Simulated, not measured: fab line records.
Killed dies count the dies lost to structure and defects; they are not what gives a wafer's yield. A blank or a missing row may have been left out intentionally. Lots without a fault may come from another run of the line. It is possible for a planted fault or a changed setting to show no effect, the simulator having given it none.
fab line records + flow nand-harc
record:
- lots: 6
- wafers: 16
- last-day: 33
route steps=1302 shown A_ZERO_WELL@412 A_SOURCE_PLATE@413 A_ONON_D1@424 END@1302
lots that met no fault: from a run of the same line without faults
start-h: start of the lot's first displayed wafer, in hours after the record's first day + wait-h: hours since the lot's step before + " the same as in the row above + L1.1+2: a row that stands for several wafers + - no value, or no start given + * or withheld: withheld + < > ~ a bound
route shown NAME@n: NAME is a module with steps in the file, n the number in the route of the first one + usual: mean/standard deviation of fault-free wafers + same: alike in all rows + chamber/n: place in a boat + sites: per-site readings + _std_site: their standard deviation + _edge_site: mean of outer sites minus mean of inner sites + radius-mm: how far each site lies from the wafer's centre + mask NAME#n: copy n + behind: the tool/chamber that last shaped the wafer + hold: what put the lot on hold/how long, in hours/how the hold closed + device: names the non-switching transistor (n, p or np) + end of line: tests run on the same wafers once the route is complete + a step given without rows: its recipe and nothing more + killed: dies lost to structure and defects at the first sort, not the wafer's yield + map: a wafer's dies, x killed, . not, _ none there
set.NAME: the setting as run; set.NAME@STEP: as run at that earlier step + model.NAME: the simulator's own value behind a step, which no gauge read
certain route steps with their lots: each step a table, each wafer a row
services: a tool's chamber out of use, with start hour (start-h, from the record's first day; less than 0 if before it), hours out, and reason
== steps ==
step: NHARC_A_ZERO_WELL_INSPECT_17
usual:
- raw-defect-count: 12/6.3
| lot.wafer | tool              | chamber | start-h | wait-h | raw-defect-count |
|-----------|-------------------|---------|---------|--------|------------------|
| L410.1    | defect-inspect-02 | -       | 139.04  | 0.2    | 21               |
| L410.4    | "                 | -       | "       | "      | 8                |
| L410.5    | "                 | -       | "       | "      | 13               |
| L416.2    | defect-inspect-01 | -       | 202.76  | 0.1    | 5                |
| L416.4    | "                 | -       | "       | "      | 10               |
| L418.2    | defect-inspect-01 | -       | 224.88  | 0.1    | 16               |
| L418.3    | "                 | -       | "       | "      | 19               |
| L425.1    | defect-inspect-02 | -       | 285.80  | 0.2    | 9                |
| L425.2    | "                 | -       | "       | "      | 5                |
| L425.4    | "                 | -       | "       | "      | 12               |
| L424.1    | defect-inspect-02 | -       | 286.88  | 0.2    | 8                |
| L424.3    | "                 | -       | "       | "      | 6                |
| L424.6    | "                 | -       | "       | "      | 7                |
| L430.1    | defect-inspect-01 | -       | 341.36  | 0.2    | 25               |
| L430.3    | "                 | -       | "       | "      | 18               |
| L430.6    | "                 | -       | "       | "      | 3                |
step: NHARC_A_SOURCE_PLATE_PRECLEAN_00
recipe:
- time-s: 60
- chemistry: HF-LAST
step: NHARC_A_SOURCE_PLATE_SRD_01
step: NHARC_A_SOURCE_PLATE_OXIDE_02
recipe:
- target-thk-a: 100
- temp-c: 900
- ox-time-s: 1362
- material: SiO2
step: NHARC_A_SOURCE_PLATE_THK_MEAS_09
recipe:
- thk-meas-gauge: ellipsometry
usual:
- thk-nm: 9.7/1
| lot.wafer | tool          | chamber | start-h | wait-h | thk-nm |
|-----------|---------------|---------|---------|--------|--------|
| L410.1    | film-metro-02 | -       | 146.37  | 0.4    | 8.5    |
| L410.4    | "             | -       | "       | "      | 9.6    |
| L410.5    | "             | -       | "       | "      | 8.8    |
| L416.2    | film-metro-01 | -       | 210.10  | 0.4    | 11.2   |
| L416.4    | "             | -       | "       | "      | 9.9    |
| L418.2    | film-metro-02 | -       | 234.96  | 0.4    | 10.0   |
| L418.3    | "             | -       | "       | "      | 9.5    |
| L425.1    | film-metro-01 | -       | 292.57  | 0.4    | 10.9   |
| L425.2    | "             | -       | "       | "      | 8.3    |
| L425.4    | "             | -       | "       | "      | 10.0   |
| L424.1    | film-metro-02 | -       | 292.57  | 0.4    | 9.9    |
| L424.3    | "             | -       | "       | "      | 10.8   |
| L424.6    | "             | -       | "       | "      | 10.0   |
| L430.1    | film-metro-01 | -       | 348.63  | 0.4    | 7.9    |
| L430.3    | "             | -       | "       | "      | 10.6   |
| L430.6    | "             | -       | "       | "      | 10.0   |
step: NHARC_A_SOURCE_PLATE_PVD_04
recipe:
- target-thk-a: 500
- material: WSi2
step: NHARC_A_SOURCE_PLATE_CVD_03
recipe:
- target-thk-a: 2000
- temp-c: 620
- pressure-mtorr: 200
- time-s: 4000
- material: poly-Si
step: NHARC_A_SOURCE_PLATE_ANNEAL_05
recipe:
- temp-c: 850
- time-s: 1800
step: NHARC_A_SOURCE_PLATE_THK_MEAS_06
recipe:
- thk-meas-gauge: ellipsometry
usual:
- thk-nm: 200.6/2.3
| lot.wafer | tool          | chamber | start-h | wait-h | thk-nm |
|-----------|---------------|---------|---------|--------|--------|
| L410.1    | film-metro-02 | -       | 159.43  | 0.4    | 198.8  |
| L410.4    | "             | -       | "       | "      | 200.0  |
| L410.5    | "             | -       | "       | "      | 199.8  |
| L416.2    | film-metro-02 | -       | 226.68  | 0.4    | 202.7  |
| L416.4    | "             | -       | "       | "      | 197.9  |
| L418.2    | film-metro-02 | -       | 248.01  | 0.4    | 198.6  |
| L418.3    | "             | -       | "       | "      | 201.3  |
| L424.1    | film-metro-02 | -       | 305.07  | 0.4    | 201.7  |
| L424.3    | "             | -       | "       | "      | 203.0  |
| L424.6    | "             | -       | "       | "      | 203.9  |
| L425.1    | film-metro-01 | -       | 305.07  | 0.4    | 200.2  |
| L425.2    | "             | -       | "       | "      | 201.2  |
| L425.4    | "             | -       | "       | "      | 198.2  |
| L430.1    | film-metro-02 | -       | 361.18  | 0.4    | 202.1  |
| L430.3    | "             | -       | "       | "      | 204.2  |
| L430.6    | "             | -       | "       | "      | 200.4  |
step: NHARC_A_SOURCE_PLATE_INSPECT_08
usual:
- raw-defect-count: 60/25
| lot.wafer | tool              | chamber | start-h | wait-h | raw-defect-count |
|-----------|-------------------|---------|---------|--------|------------------|
| L410.1    | defect-inspect-01 | -       | 159.53  | 0.0    | 128              |
| L410.4    | "                 | -       | "       | "      | 97               |
| L410.5    | "                 | -       | "       | "      | 66               |
| L416.2    | defect-inspect-02 | -       | 226.76  | 0.0    | 41               |
| L416.4    | "                 | -       | "       | "      | 74               |
| L418.2    | defect-inspect-02 | -       | 248.09  | 0.0    | 73               |
| L418.3    | "                 | -       | "       | "      | 53               |
| L424.1    | defect-inspect-01 | -       | 305.13  | 0.0    | 44               |
| L424.3    | "                 | -       | "       | "      | 33               |
| L424.6    | "                 | -       | "       | "      | 45               |
| L425.1    | defect-inspect-02 | -       | 305.13  | 0.0    | 72               |
| L425.2    | "                 | -       | "       | "      | 44               |
| L425.4    | "                 | -       | "       | "      | 47               |
| L430.1    | defect-inspect-01 | -       | 361.28  | 0.0    | 86               |
| L430.3    | "                 | -       | "       | "      | 51               |
| L430.6    | "                 | -       | "       | "      | 45               |
step: NHARC_A_ONON_D1_DEP_00
recipe:
- target-thk-a: 10000
- n2-flow-sccm: 2750
- n2o-flow-sccm: 2000
- nh3-flow-sccm: 500
- sih4-flow-sccm: 210
- temp-c: 400
| lot.wafer  | tool          | chamber | start-h | wait-h |
|------------|---------------|---------|---------|--------|
| L410.1+4+5 | pecvd-onon-02 | 0       | 159.60  | 0.1    |
| L416.2+4   | pecvd-onon-01 | 0       | 226.89  | 0.1    |
| L418.2+3   | pecvd-onon-01 | 0       | 248.22  | 0.1    |
| L425.1+2+4 | pecvd-onon-01 | 0       | 305.20  | 0.1    |
| L424.1+3+6 | pecvd-onon-04 | 0       | 305.20  | 0.1    |
| L430.1+3+6 | pecvd-onon-01 | 0       | 361.35  | 0.1    |
step: NHARC_A_ONON_D1_THK_MEAS_02
recipe:
- thk-meas-gauge: ellipsometry
usual:
- thk-nm: 996/8.2
| lot.wafer | tool          | chamber | start-h | wait-h | thk-nm |
|-----------|---------------|---------|---------|--------|--------|
| L410.1    | film-metro-01 | -       | 160.11  | -      | 999    |
| L410.4    | "             | -       | "       | "      | 999    |
| L410.5    | "             | -       | "       | "      | 1000   |
| L416.2    | film-metro-01 | -       | 227.34  | -      | 991    |
| L416.4    | "             | -       | "       | "      | 677    |
| L418.2    | film-metro-02 | -       | 248.67  | -      | 988    |
| L418.3    | "             | -       | "       | "      | 676    |
| L424.1    | film-metro-01 | -       | 305.71  | -      | 1006   |
| L424.3    | "             | -       | "       | "      | 1007   |
| L424.6    | "             | -       | "       | "      | 1008   |
| L425.1    | film-metro-02 | -       | 305.71  | -      | 984    |
| L425.2    | "             | -       | "       | "      | 984    |
| L425.4    | "             | -       | "       | "      | 986    |
| L430.1    | film-metro-01 | -       | 361.86  | -      | 1010   |
| L430.3    | "             | -       | "       | "      | 1011   |
| L430.6    | "             | -       | "       | "      | 1006   |
step: NHARC_A_ONON_D1_DEP_03
recipe:
- target-thk-a: 10000
- n2-flow-sccm: 2750
- n2o-flow-sccm: 2000
- nh3-flow-sccm: 500
- sih4-flow-sccm: 210
- temp-c: 400
step: NHARC_END_SORT_01
recipe:
- temp-c: 25
usual:
- killed-at-array: 59/17
- killed-at-other: 0.7/0.9
- killed-at-periphery: 3.6/2.3
- killed-dies: 63/18
- killed-open: 3.4/1.9
- killed-short: 2.6/1.7
same:
- gross-dies: 677
| lot.wafer | tool      | chamber | start-h | wait-h | killed-at-array | killed-at-other | killed-at-periphery | killed-dies | killed-open | killed-short |
|-----------|-----------|---------|---------|--------|-----------------|-----------------|---------------------|-------------|-------------|--------------|
| L416.4    | prober-01 | 0       | 636.72  | 3.4    | 670             | 0               | 7                   | 677         | 0           | 1            |
| L418.3    | prober-01 | 0       | 659.67  | 3.1    | 669             | 2               | 6                   | 677         | 4           | 1            |
killed by level:class
L416.4 A_ONON_D1:area-dep=610 A_SLIT:chamber-film-flake=31 A_CHANNEL_HOLE_D2:chamber-film-flake=15 A_CONTACT:chamber-film-flake=6 P_BONDPAD:chamber-film-flake=4 A_STAIRCASE:chamber-film-flake=3 A_CHANNEL_HOLE_D1:chamber-film-flake=2 A_WL_FILL:chamber-film-flake=2
L418.3 A_ONON_D1:area-dep=572 A_CHANNEL_HOLE_D1:chamber-film-flake=38 A_SLIT:chamber-film-flake=33 A_CHANNEL_HOLE_D2:chamber-film-flake=13 P_CONTACT:chamber-film-flake=6 A_STAIRCASE:chamber-film-flake=3 A_M1:chamber-film-flake=3 A_WL_FILL:geometric-particle:open=2
map L416.4 (x killed, . not)
____________x____________
_________xxxxxxx_________
_______xxxxxxxxxxx_______
______xxxxxxxxxxxxx______
_____xxxxxxxxxxxxxxx_____
____xxxxxxxxxxxxxxxxx____
____xxxxxxxxxxxxxxxxx____
___xxxxxxxxxxxxxxxxxxx___
___xxxxxxxxxxxxxxxxxxx___
__xxxxxxxxxxxxxxxxxxxxx__
__xxxxxxxxxxxxxxxxxxxxx__
_xxxxxxxxxxxxxxxxxxxxxxx_
_xxxxxxxxxxxxxxxxxxxxxxx_
_xxxxxxxxxxxxxxxxxxxxxxx_
_xxxxxxxxxxxxxxxxxxxxxxx_
_xxxxxxxxxxxxxxxxxxxxxxx_
xxxxxxxxxxxxxxxxxxxxxxxxx
xxxxxxxxxxxxxxxxxxxxxxxxx
xxxxxxxxxxxxxxxxxxxxxxxxx
xxxxxxxxxxxxxxxxxxxxxxxxx
xxxxxxxxxxxxxxxxxxxxxxxxx
_xxxxxxxxxxxxxxxxxxxxxxx_
_xxxxxxxxxxxxxxxxxxxxxxx_
_xxxxxxxxxxxxxxxxxxxxxxx_
_xxxxxxxxxxxxxxxxxxxxxxx_
_xxxxxxxxxxxxxxxxxxxxxxx_
__xxxxxxxxxxxxxxxxxxxxx__
__xxxxxxxxxxxxxxxxxxxxx__
___xxxxxxxxxxxxxxxxxxx___
___xxxxxxxxxxxxxxxxxxx___
____xxxxxxxxxxxxxxxxx____
____xxxxxxxxxxxxxxxxx____
_____xxxxxxxxxxxxxxx_____
______xxxxxxxxxxxxx______
_______xxxxxxxxxxx_______
_________xxxxxxx_________
____________x____________
map L418.3 (x killed, . not)
____________x____________
_________xxxxxxx_________
_______xxxxxxxxxxx_______
______xxxxxxxxxxxxx______
_____xxxxxxxxxxxxxxx_____
____xxxxxxxxxxxxxxxxx____
____xxxxxxxxxxxxxxxxx____
___xxxxxxxxxxxxxxxxxxx___
___xxxxxxxxxxxxxxxxxxx___
__xxxxxxxxxxxxxxxxxxxxx__
__xxxxxxxxxxxxxxxxxxxxx__
_xxxxxxxxxxxxxxxxxxxxxxx_
_xxxxxxxxxxxxxxxxxxxxxxx_
_xxxxxxxxxxxxxxxxxxxxxxx_
_xxxxxxxxxxxxxxxxxxxxxxx_
_xxxxxxxxxxxxxxxxxxxxxxx_
xxxxxxxxxxxxxxxxxxxxxxxxx
xxxxxxxxxxxxxxxxxxxxxxxxx
xxxxxxxxxxxxxxxxxxxxxxxxx
xxxxxxxxxxxxxxxxxxxxxxxxx
xxxxxxxxxxxxxxxxxxxxxxxxx
_xxxxxxxxxxxxxxxxxxxxxxx_
_xxxxxxxxxxxxxxxxxxxxxxx_
_xxxxxxxxxxxxxxxxxxxxxxx_
_xxxxxxxxxxxxxxxxxxxxxxx_
_xxxxxxxxxxxxxxxxxxxxxxx_
__xxxxxxxxxxxxxxxxxxxxx__
__xxxxxxxxxxxxxxxxxxxxx__
___xxxxxxxxxxxxxxxxxxx___
___xxxxxxxxxxxxxxxxxxx___
____xxxxxxxxxxxxxxxxx____
____xxxxxxxxxxxxxxxxx____
_____xxxxxxxxxxxxxxx_____
______xxxxxxxxxxxxx______
_______xxxxxxxxxxx_______
_________xxxxxxx_________
____________x____________
== services ==
| tool          | chamber | start-h | hours | kind   |
|---------------|---------|---------|-------|--------|
| pecvd-onon-02 | -       | 185.00  | 13.0  | pm     |
| pecvd-onon-01 | -       | 269.00  | 13.0  | pm     |
| pecvd-onon-04 | -       | 304.04  | 0.3   | repair |
| pecvd-onon-04 | -       | 311.10  | 13.0  | pm     |
== key ==
first-sign:
- step: NHARC_A_ONON_D1_THK_MEAS_02
- reading: thk-nm
- direction: down
- sigmas: 39
- usual: 996
- struck: 677
effect:
- step: NHARC_END_SORT_01
- reading: killed-at-array
- direction: up
- sigmas: 36
- usual: 59
- struck: 670
more-kills-born-at:
- NHARC_A_ONON_D1_DEP_00@pecvd-onon-01: 1182
met-at NHARC_A_ONON_D1_DEP_00
struck-wafers L416.4,L418.3
later-rows-left-out L416.4,L418.3
tester-left-out L416,L418
fault:
- kind: process-parameter-drift
- tool: pecvd-onon-01
- chamber: -
- onset-h: 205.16
- steps: NHARC_A_ONON_D1_DEP_00
- channel: target-thk-a
- offset: *
- shape: step
- end-h: 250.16
- scope: struck-wafers-only
- acts-in: *
- stated: *
tester-left-out: of these lots the tester's yield and bins aren't shown, on N5 and GAA mostly nor the transistor test; their killed dies are dies lost to structure and defects alone, not to doping, threshold or leakage, so they don't give the yield
later-rows-left-out: the simulator's readings of these wafers behind a module that went badly wrong aren't trusted and aren't shown, but for the sort
